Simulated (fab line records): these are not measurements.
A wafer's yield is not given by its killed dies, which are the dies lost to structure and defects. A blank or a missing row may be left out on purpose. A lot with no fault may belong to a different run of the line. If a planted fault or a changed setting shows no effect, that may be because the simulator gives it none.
Which of the tools did it? :: flow nand harc :: Sampling: 11 lots, 33 wafers, 6 of 1302 route steps

== WHAT EACH GAUGE READ, for each wafer ==
NHARC_P_ZERO_WELL_CD_MEAS_24: the cd target is 720 nm.
lot: L356
measured: day 3 04:35
on: cd sem-01
cd nm (nm): 708.4 711.2 712.1

lot: L361
measured: day 5 07:11
on: cd sem-01
cd nm (nm): 720.9 721.0 721.5

lot: L362
measured: day 5 16:37
on: cd sem-03
cd nm (nm): 721.5 722.3 721.4

lot: L365
measured: day 6 22:44
on: cd sem-01
cd nm (nm): 719.0 719.4 720.8

lot: L366
measured: day 7 08:25
on: cd sem-01
cd nm (nm): 719.1 720.1 719.5

lot: L370
measured: day 9 00:35
on: cd sem-03
cd nm (nm): 717.3 718.1 717.5

lot: L371
measured: day 9 10:35
on: cd sem-02
cd nm (nm): 719.2 719.1 719.2

lot: L372
measured: day 9 20:29
on: cd sem-02
cd nm (nm): 719.8 720.0 721.6

lot: L374
measured: day 10 16:33
on: cd sem-03
cd nm (nm): 720.1 720.8 720.2

lot: L375
measured: day 11 02:36
on: cd sem-03
cd nm (nm): 720.7 719.3 719.3

lot: L376
measured: day 11 12:35
on: cd sem-02
cd nm (nm): 721.0 719.6 719.2

NHARC_END_SORT_01.
lot: L356
measured: day 25 10:07
on: prober-01
killed at array: 19 22 17
killed at other: 1 0 1
killed at periphery: 2 1 4
killed dies: 22 23 22
killed open: 1 2 3
killed short: 4 1 3

lot: L361
measured: day 29 09:04
on: prober-02
killed at array: 47 39 46
killed at other: 3 2 3
killed at periphery: 2 3 1
killed dies: 52 44 50
killed open: 3 2 3
killed short: 1 1 2

lot: L362
measured: day 28 16:52
on: prober-02
killed at array: 45 60 61
killed at other: 0 0 0
killed at periphery: 5 1 1
killed dies: 50 61 62
killed open: 4 1 2
killed short: 3 2 2

lot: L365
measured: day 29 17:14
on: prober-02
killed at array: 65 60 49
killed at other: 0 0 0
killed at periphery: 2 6 8
killed dies: 67 66 57
killed open: 5 3 4
killed short: 1 5 3

lot: L366
measured: day 31 22:57
on: prober-02
killed at array: 38 33 25
killed at other: 0 1 2
killed at periphery: 5 5 1
killed dies: 43 39 28
killed open: 0 5 2
killed short: 5 5 3

lot: L370
measured: day 31 20:35
on: prober-01
killed at array: 63 63 29
killed at other: 0 1 0
killed at periphery: 2 2 3
killed dies: 65 66 32
killed open: 4 6 2
killed short: 6 4 3

lot: L371
measured: day 32 20:53
on: prober-01
killed at array: 58 62 72
killed at other: 0 1 0
killed at periphery: 5 3 0
killed dies: 63 66 72
killed open: 7 7 4
killed short: 2 2 4

lot: L372
measured: day 33 23:08
on: prober-02
killed at array: 52 55 43
killed at other: 0 5 0
killed at periphery: 3 1 5
killed dies: 55 61 48
killed open: 5 4 3
killed short: 4 1 2

lot: L374
measured: day 33 11:36
on: prober-01
killed at array: 56 47 56
killed at other: 0 1 0
killed at periphery: 3 4 5
killed dies: 59 52 61
killed open: 1 3 2
killed short: 2 0 2

lot: L375
measured: day 33 03:53
on: prober-01
killed at array: 34 31 23
killed at other: 1 2 2
killed at periphery: 1 0 2
killed dies: 36 33 27
killed open: 5 2 2
killed short: 0 4 0

lot: L376
measured: day 33 23:09
on: prober-01
killed at array: 56 64 52
killed at other: 2 2 1
killed at periphery: 5 0 3
killed dies: 63 66 56
killed open: 5 3 4
killed short: 2 1 2

== TOOL THAT RAN EACH LOT (tool first, then ch and the chambers of the sampled wafers, then the start) ==
lot: L356
NHARC_P_ZERO_WELL_DESCUM_13: rie diel-04 ch 0,1,2, day 3 03:24
NHARC_P_ZERO_WELL_ETCH_65: rie diel-04 ch 0,1,3, day 3 03:29
NHARC_P_ZERO_WELL_EXPOSE_21: krf scanner-04 ch 0, day 3 04:25
NHARC_P_ZERO_WELL_RTA_42: rtp anneal-01 ch 0, day 3 08:54

lot: L361
NHARC_P_ZERO_WELL_DESCUM_13: rie diel-01 ch 1,2, day 5 06:01
NHARC_P_ZERO_WELL_ETCH_65: rie diel-01 ch 1,3, day 5 06:05
NHARC_P_ZERO_WELL_EXPOSE_21: krf scanner-04 ch 0, day 5 07:02
NHARC_P_ZERO_WELL_RTA_42: rtp anneal-01 ch 0, day 5 11:36

lot: L362
NHARC_P_ZERO_WELL_DESCUM_13: rie diel-04 ch 0,2, day 5 15:25
NHARC_P_ZERO_WELL_ETCH_65: rie diel-04 ch 0,1,3, day 5 15:29
NHARC_P_ZERO_WELL_EXPOSE_21: krf scanner-01 ch 0, day 5 16:27
NHARC_P_ZERO_WELL_RTA_42: rtp anneal-01 ch 0, day 5 21:02

lot: L365
NHARC_P_ZERO_WELL_DESCUM_13: rie diel-07 ch 0,1, day 6 21:32
NHARC_P_ZERO_WELL_ETCH_65: rie diel-07 ch 0,2,3, day 6 21:38
NHARC_P_ZERO_WELL_EXPOSE_21: krf scanner-04 ch 0, day 6 22:35
NHARC_P_ZERO_WELL_RTA_42: rtp anneal-01 ch 0, day 7 19:46

lot: L366
NHARC_P_ZERO_WELL_DESCUM_13: rie diel-01 ch 0,1,3, day 7 07:21
NHARC_P_ZERO_WELL_ETCH_65: rie diel-01 ch 1,2,3, day 7 07:26
NHARC_P_ZERO_WELL_EXPOSE_21: krf scanner-04 ch 0, day 7 08:15
NHARC_P_ZERO_WELL_RTA_42: rtp anneal-02 ch 0, day 7 21:53

lot: L370
NHARC_P_ZERO_WELL_DESCUM_13: rie diel-01 ch 0,2,3, day 8 23:25
NHARC_P_ZERO_WELL_ETCH_65: rie diel-01 ch 1,2, day 8 23:29
NHARC_P_ZERO_WELL_EXPOSE_21: krf scanner-04 ch 0, day 9 00:26
NHARC_P_ZERO_WELL_RTA_42: rtp anneal-01 ch 0, day 9 05:01

lot: L371
NHARC_P_ZERO_WELL_DESCUM_13: rie diel-07 ch 0,1, day 9 09:24
NHARC_P_ZERO_WELL_ETCH_65: rie diel-07 ch 2,3, day 9 09:29
NHARC_P_ZERO_WELL_EXPOSE_21: krf scanner-02 ch 0, day 9 10:26
NHARC_P_ZERO_WELL_RTA_42: rtp anneal-01 ch 0, day 9 15:33

lot: L372
NHARC_P_ZERO_WELL_DESCUM_13: rie diel-07 ch 0,1,3, day 9 19:16
NHARC_P_ZERO_WELL_ETCH_65: rie diel-07 ch 0,1,3, day 9 19:22
NHARC_P_ZERO_WELL_EXPOSE_21: krf scanner-04 ch 0, day 9 20:20
NHARC_P_ZERO_WELL_RTA_42: rtp anneal-02 ch 0, day 10 00:46

lot: L374
NHARC_P_ZERO_WELL_DESCUM_13: rie diel-04 ch 0,3, day 10 15:24
NHARC_P_ZERO_WELL_ETCH_65: rie diel-04 ch 1,2,3, day 10 15:29
NHARC_P_ZERO_WELL_EXPOSE_21: krf scanner-02 ch 0, day 10 16:23
NHARC_P_ZERO_WELL_RTA_42: rtp anneal-02 ch 0, day 10 20:58

lot: L375
NHARC_P_ZERO_WELL_DESCUM_13: rie diel-07 ch 0,2, day 11 01:25
NHARC_P_ZERO_WELL_ETCH_65: rie diel-07 ch 0,1,3, day 11 01:31
NHARC_P_ZERO_WELL_EXPOSE_21: krf scanner-04 ch 0, day 11 02:27
NHARC_P_ZERO_WELL_RTA_42: rtp anneal-02 ch 0, day 11 07:02

lot: L376
NHARC_P_ZERO_WELL_DESCUM_13: rie diel-01 ch 1,2, day 11 11:24
NHARC_P_ZERO_WELL_ETCH_65: rie diel-01 ch 0,1, day 11 11:29
NHARC_P_ZERO_WELL_EXPOSE_21: krf scanner-01 ch 0, day 11 12:26
NHARC_P_ZERO_WELL_RTA_42: rtp anneal-02 ch 0, day 11 16:56
- NHARC_P_ZERO_WELL_DESCUM_13: chemistry O2, time 3 s.
- NHARC_P_ZERO_WELL_ETCH_65: etches the open film in N2/H2, target depth 80 nm, overetch 24 nm, time 87.88 s.
- NHARC_P_ZERO_WELL_EXPOSE_21: exposes mask P NWELL, target cd 720 nm.
- NHARC_P_ZERO_WELL_RTA_42: time 300 s.

== AS READ BY THE TOOLS THEMSELVES (means over the sampled wafers that have a number; for cases with no such wafer, the mark the record gives instead) ==
NHARC_P_ZERO_WELL_DESCUM_13.
lot: L356
tool: rie diel-04
chamber pressure mTorr (mTorr): 60.05
drypump motor current A (A): 5.5
oes product au (a.u.): 0.987
rf vpp V (V): 57.8
showerhead plenum p Torr (Torr): 1.90
throttle valve pct (%): 11.307

lot: L361
tool: rie diel-01
chamber pressure mTorr (mTorr): 60.04
drypump motor current A (A): 5.1
oes product au (a.u.): 1.004
rf vpp V (V): 58.7
showerhead plenum p Torr (Torr): 1.84
throttle valve pct (%): 11.315

lot: L362
tool: rie diel-04
chamber pressure mTorr (mTorr): 59.95
drypump motor current A (A): 5.4
oes product au (a.u.): 0.982
rf vpp V (V): 57.7
showerhead plenum p Torr (Torr): 1.87
throttle valve pct (%): 11.322

lot: L365
tool: rie diel-07
chamber pressure mTorr (mTorr): 59.99
drypump motor current A (A): 5.9
oes product au (a.u.): 1.003
rf vpp V (V): 58.2
showerhead plenum p Torr (Torr): 1.93
throttle valve pct (%): 11.312

lot: L366
tool: rie diel-01
chamber pressure mTorr (mTorr): 60.00
drypump motor current A (A): 5.3
oes product au (a.u.): 1.006
rf vpp V (V): 58.4
showerhead plenum p Torr (Torr): 1.90
throttle valve pct (%): 11.300

lot: L370
tool: rie diel-01
chamber pressure mTorr (mTorr): 60.00
drypump motor current A (A): 5.3
oes product au (a.u.): 1.002
rf vpp V (V): 57.6
showerhead plenum p Torr (Torr): 1.94
throttle valve pct (%): 11.319

lot: L371
tool: rie diel-07
chamber pressure mTorr (mTorr): 60.00
drypump motor current A (A): 5.9
oes product au (a.u.): 1.001
rf vpp V (V): 57.5
showerhead plenum p Torr (Torr): 1.92
throttle valve pct (%): 11.316

lot: L372
tool: rie diel-07
chamber pressure mTorr (mTorr): 59.98
drypump motor current A (A): 5.8
oes product au (a.u.): 1.001
rf vpp V (V): 57.6
showerhead plenum p Torr (Torr): 1.93
throttle valve pct (%): 11.315

lot: L374
tool: rie diel-04
chamber pressure mTorr (mTorr): 60.03
drypump motor current A (A): 6.0
oes product au (a.u.): 0.992
rf vpp V (V): 57.3
showerhead plenum p Torr (Torr): 1.84
throttle valve pct (%): 11.314

lot: L375
tool: rie diel-07
chamber pressure mTorr (mTorr): 59.98
drypump motor current A (A): 6.6
oes product au (a.u.): 1.009
rf vpp V (V): 57.5
showerhead plenum p Torr (Torr): 1.93
throttle valve pct (%): 11.319

lot: L376
tool: rie diel-01
chamber pressure mTorr (mTorr): 59.99
drypump motor current A (A): 5.1
oes product au (a.u.): 1.001
rf vpp V (V): 57.9
showerhead plenum p Torr (Torr): 1.89
throttle valve pct (%): 11.312

NHARC_P_ZERO_WELL_ETCH_65.
lot: L356
tool: rie diel-04
chamber pressure mTorr (mTorr): 29.95
drypump motor current A (A): 5.8
oes product au (a.u.): 0.998
rf vpp V (V): 429.0
showerhead plenum p Torr (Torr): 2.02
throttle valve pct (%): 14.167

lot: L361
tool: rie diel-01
chamber pressure mTorr (mTorr): 29.98
drypump motor current A (A): 5.1
oes product au (a.u.): 1.002
rf vpp V (V): 428.9
showerhead plenum p Torr (Torr): 1.99
throttle valve pct (%): 14.172

lot: L362
tool: rie diel-04
chamber pressure mTorr (mTorr): 30.00
drypump motor current A (A): 5.8
oes product au (a.u.): 1.008
rf vpp V (V): 429.6
showerhead plenum p Torr (Torr): 2.01
throttle valve pct (%): 14.171

lot: L365
tool: rie diel-07
chamber pressure mTorr (mTorr): 30.01
drypump motor current A (A): 6.1
oes product au (a.u.): 1.002
rf vpp V (V): 431.3
showerhead plenum p Torr (Torr): 2.07
throttle valve pct (%): 14.161

lot: L366
tool: rie diel-01
chamber pressure mTorr (mTorr): 29.98
drypump motor current A (A): 5.1
oes product au (a.u.): 1.002
rf vpp V (V): 431.1
showerhead plenum p Torr (Torr): 2.05
throttle valve pct (%): 14.174

lot: L370
tool: rie diel-01
chamber pressure mTorr (mTorr): 30.01
drypump motor current A (A): 5.1
oes product au (a.u.): 0.997
rf vpp V (V): 427.7
showerhead plenum p Torr (Torr): 1.95
throttle valve pct (%): 14.164

lot: L371
tool: rie diel-07
chamber pressure mTorr (mTorr): 30.01
drypump motor current A (A): 6.2
oes product au (a.u.): 1.005
rf vpp V (V): 431.3
showerhead plenum p Torr (Torr): 2.10
throttle valve pct (%): 14.174

lot: L372
tool: rie diel-07
chamber pressure mTorr (mTorr): 29.98
drypump motor current A (A): 5.8
oes product au (a.u.): 1.004
rf vpp V (V): 431.5
showerhead plenum p Torr (Torr): 2.06
throttle valve pct (%): 14.173

lot: L374
tool: rie diel-04
chamber pressure mTorr (mTorr): 30.01
drypump motor current A (A): 5.7
oes product au (a.u.): 1.000
rf vpp V (V): 428.7
showerhead plenum p Torr (Torr): 1.98
throttle valve pct (%): 14.183

lot: L375
tool: rie diel-07
chamber pressure mTorr (mTorr): 29.99
drypump motor current A (A): 5.8
oes product au (a.u.): 0.998
rf vpp V (V): 431.0
showerhead plenum p Torr (Torr): 2.05
throttle valve pct (%): 14.172

lot: L376
tool: rie diel-01
chamber pressure mTorr (mTorr): 29.99
drypump motor current A (A): 5.3
oes product au (a.u.): 0.998
rf vpp V (V): 427.3
showerhead plenum p Torr (Torr): 1.92
throttle valve pct (%): 14.167

NHARC_P_ZERO_WELL_RTA_42.
lot: L356
tool: rtp anneal-01
lamp power pct (%): 36.8
wafer_temp_C_max: 1106.4

lot: L361
tool: rtp anneal-01
lamp power pct (%): 36.9
wafer_temp_C_max: 1106.7

lot: L362
tool: rtp anneal-01
lamp power pct (%): 37.0
wafer_temp_C_max: 1108.8

lot: L365
tool: rtp anneal-01
lamp power pct (%): 36.9
wafer_temp_C_max: 1107.9

lot: L366
tool: rtp anneal-02
lamp power pct (%): 35.8
wafer_temp_C_max: 1104.6

lot: L370
tool: rtp anneal-01
lamp power pct (%): 36.9
wafer_temp_C_max: 1109.1

lot: L371
tool: rtp anneal-01
lamp power pct (%): 36.9
wafer_temp_C_max: 1107.4

lot: L372
tool: rtp anneal-02
lamp power pct (%): 35.9
wafer_temp_C_max: 1104.0

lot: L374
tool: rtp anneal-02
lamp power pct (%): 35.9
wafer_temp_C_max: 1103.9

lot: L375
tool: rtp anneal-02
lamp power pct (%): 35.9
wafer_temp_C_max: 1104.1

lot: L376
tool: rtp anneal-02
lamp power pct (%): 35.9
wafer_temp_C_max: 1103.9

== THE ANSWER, worked out from the rows above alone ==
Rule: usual is defined by the lots themselves. Put in order of their means at a reading, lots are off if they are a third of the lots or fewer, leave a main group of 4 or more, and stand apart from it by a gap of 3 or more times the standard deviation of the main group's means; of several such gaps the widest counts. The tables above print the reading to a certain number of digits; a main group whose means all agree to those digits is not used. Also off: a lot with no number at a reading for which 4 or more lots have one. Where the step has rows for the other lots, those lots are counted as sound. Order of review: gauges by route order, followed by the tools' own readings, for which a lot's mean as printed above is used. At the first step where some lot is off, the reading lying furthest off is the one used; lots without a number count as furthest.
Off at NHARC_P_ZERO_WELL_CD_MEAS_24 (cd nm): L356. Mean 720.0 nm and standard deviation 1.1 in the main group.
A tool fits if, at a process step before that reading, it ran every lot that is off, and no sound lot after the first of them. The gauges at NHARC_P_ZERO_WELL_CD_MEAS_24 aren't tried: what is off there is off at NHARC_P_ZERO_WELL_DESCUM_13 too, on other tools, and a gauge's error can't cause that. Not one of the candidates tried fits.

== WHAT THE SIMULATOR HAD PUT IN ==
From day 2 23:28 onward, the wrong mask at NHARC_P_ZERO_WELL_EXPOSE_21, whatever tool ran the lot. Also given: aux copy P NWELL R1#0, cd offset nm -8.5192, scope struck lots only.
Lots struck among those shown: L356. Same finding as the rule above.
